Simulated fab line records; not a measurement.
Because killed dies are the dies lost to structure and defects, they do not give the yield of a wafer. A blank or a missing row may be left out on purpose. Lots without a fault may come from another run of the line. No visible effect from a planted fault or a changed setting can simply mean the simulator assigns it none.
Split-lot study ; flow n5-finfet ; 7 lots, 21 wafers read, on a route of 1938 steps

## THE SPLIT ITSELF
At N5_BEOL_M8_DESCUM_16 (chemistry O2, time 7.9 s), the setting time-s was moved away from the recipe's 7.9 s on 10 of the 21 wafers read, by -21.8% to +8.3%. This setting was run at the recipe's value on the other wafers.

Between the split and the reading, the file records no step.

## THE READING
CAR-ArF_of_BEOL_M8_COAT_05.thk-nm (the simulator's own value, which no gauge read), in nm, at N5_BEOL_M8_ETCH_61 (etches SiARC in CF4, target depth 45.5 nm, time 75.8 s). The file gives no usual value for it. The 11 wafers here that ran the recipe average 50.9 nm, standard deviation 0.37 nm.

wafer;tool, chamber at the split;time-s as run, s;against the recipe;CAR-ArF_of_BEOL_M8_COAT_05.thk-nm, nm;against lot-mates on the recipe
L074.1;rie-diel-06, 3;6.966;-11.8%;52;+0.5
L074.5;rie-diel-06, 3;7.9;recipe;51.4;-
L074.6;rie-diel-06, 2;7.9;recipe;51.6;-
L075.2;rie-diel-05, 0;6.816;-13.7%;51.4;+1.0
L075.5;rie-diel-05, 3;7.9;recipe;50.4;-
L075.6;rie-diel-05, 0;6.816;-13.7%;51;+0.6
L076.3;rie-diel-06, 0,3;8.553;+8.3%;50;-0.4
L076.4;rie-diel-06, 0,3;8.553;+8.3%;50;-0.4
L076.5;rie-diel-06, 0;7.9;recipe;50.4;-
L083.1;rie-diel-01, 0,3;7.9;recipe;51.2;-
L083.4;rie-diel-01, 2;6.175;-21.8%;52.2;+1.0
L083.5;rie-diel-01, 0,3;7.9;recipe;51.2;-
L091.3;rie-diel-06, 2,0;8.399;+6.3%;50.4;-0.2
L091.4;rie-diel-06, 2,0;8.399;+6.3%;50.4;-0.2
L091.5;rie-diel-06, 3;7.9;recipe;50.6;-
L094.1;rie-diel-05, 0;7.101;-10.1%;51.4;+0.6
L094.2;rie-diel-05, 2;7.9;recipe;50.8;-
L094.3;rie-diel-05, 3;7.101;-10.1%;51.2;+0.4
L093.2;rie-diel-01, 0;7.9;recipe;51;-
L093.3;rie-diel-01, 1;7.9;recipe;50.8;-
L093.4;rie-diel-01, 2;7.9;recipe;51;-
Where a row lists several chambers, the file gives one row for several wafers and doesn't say which wafer went through which chamber.

THE FIT
A straight line over all 21 wafers: CAR-ArF_of_BEOL_M8_COAT_05.thk-nm changes by -0.0585 nm for each +1% of time-s; r = -0.79; the points scatter about the line by 0.37 nm.
The same after taking each lot's own level away (the mean of its wafers on the recipe; 21 wafers): -0.0481 nm for each +1%; r = -0.97; scatter 0.1 nm.
According to that fit, moving time-s by its largest amount changes the reading by 1 nm.
Measured against the standard deviation above, the lots' own levels, which go from 50.40 to 51.50 nm, span 3.0 times it.
So the lot-to-lot level blurs the effect unless lot-mates are compared.
Check: for one of the wafers moved furthest among these (-21.8%), held out of the fit, the line's prediction against its lot-mates is +1.1 nm. Against them it came out at +1 nm.

## THE OTHER SPLITS THESE WAFERS WENT THROUGH
Before the reading, these wafers also passed through other splits. Each is held against what the fit with the lots' levels taken away leaves over:
other split on the same wafers;wafers away from the commonest value;r with CAR-ArF_of_BEOL_M8_COAT_05.thk-nm (lot level and that fit taken away)
N5_BEOL_M7_DESCUM_33 time-s;8;-0.24
N5_BEOL_M8_EXPOSE_08 dose-mj;5;-0.07

## THE WHOLE CHAIN: every reading that the file lists as answering this split, in the file's order
step;what it does;reading;change (the file's fit);r (the file's)
N5_BEOL_M8_DESCUM_16;chemistry O2, time 7.9 s;CAR-ArF_of_BEOL_M8_COAT_05.thk-nm (the simulator's own value, which no gauge read);-0.0465 nm for each +1% of the setting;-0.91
N5_BEOL_M8_ETCH_61;etches SiARC in CF4, target depth 45.5 nm, time 75.8 s;CAR-ArF_of_BEOL_M8_COAT_05.thk-nm (the simulator's own value, which no gauge read);-0.0476 nm for each +1% of the setting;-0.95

## FILE'S OWN FIT
CAR-ArF_of_BEOL_M8_COAT_05.thk-nm changes by -0.0476 nm for each +1% of time-s, r = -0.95.
